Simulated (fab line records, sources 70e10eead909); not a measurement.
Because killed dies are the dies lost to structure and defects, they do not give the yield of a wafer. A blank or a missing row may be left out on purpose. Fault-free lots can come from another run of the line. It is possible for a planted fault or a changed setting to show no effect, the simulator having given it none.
Chamber matching :: flow nand_harc :: NHARC_A_CHANNEL_FILL_D2_ETCHBACK_20 on rie_diel-07: 4 sister chambers
The step etches the open film in C4F8/O2/Ar, target depth 27 nm, time 13.5 s. 4 wafers are shown with their chamber, then 8 later ones without.

== EACH WAFER AND ITS CHAMBER ==
wafer: L078.4
chamber: 2
rf_vpp_V (V): 978

wafer: L080.5
chamber: 0
rf_vpp_V (V): 971

wafer: L083.6
chamber: 1
rf_vpp_V (V): 987

wafer: L089.1
chamber: 3
rf_vpp_V (V): 972

== WAFERS WITHOUT THEIR CHAMBER ==
wafer: L089.3
rf_vpp_V (V): 977

wafer: L089.6
rf_vpp_V (V): 971

wafer: L092.1
rf_vpp_V (V): 978

wafer: L092.2
rf_vpp_V (V): 972

wafer: L092.4
rf_vpp_V (V): 988

wafer: L094.2
rf_vpp_V (V): 976

wafer: L094.4
rf_vpp_V (V): 972

wafer: L094.6
rf_vpp_V (V): 977

== WHICH CHAMBER EACH ONE RAN IN ==
wafer: L089.3
from the rows above: 2
in truth: 2

wafer: L089.6
from the rows above: can't be placed: 0 or 3
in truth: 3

wafer: L092.1
from the rows above: 2
in truth: 2

wafer: L092.2
from the rows above: can't be placed: 3 or 0
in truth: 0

wafer: L092.4
from the rows above: 1
in truth: 1

wafer: L094.2
from the rows above: 2
in truth: 2

wafer: L094.4
from the rows above: can't be placed: 3 or 0
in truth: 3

wafer: L094.6
from the rows above: 2
in truth: 2
Correct placement for 5 of the 8. Can't be placed from these rows: 3 (the true chamber is among the candidates in 3). Wrongly placed: 0.
How it was worked out, from the rows above alone: a wafer's distance from a chamber is the root of the sum, over the readings, of the square of ((its reading less the chamber's mean) divided by the reading's scatter). If the next closest chamber is less than 2 further off than the closest, the wafer can't be placed; otherwise it belongs to the closest. The mean given for a chamber averages the wafers shown for that chamber. The scatter: root of mean squared gap, hidden wafer to nearest shown wafer, with one shown wafer a chamber.
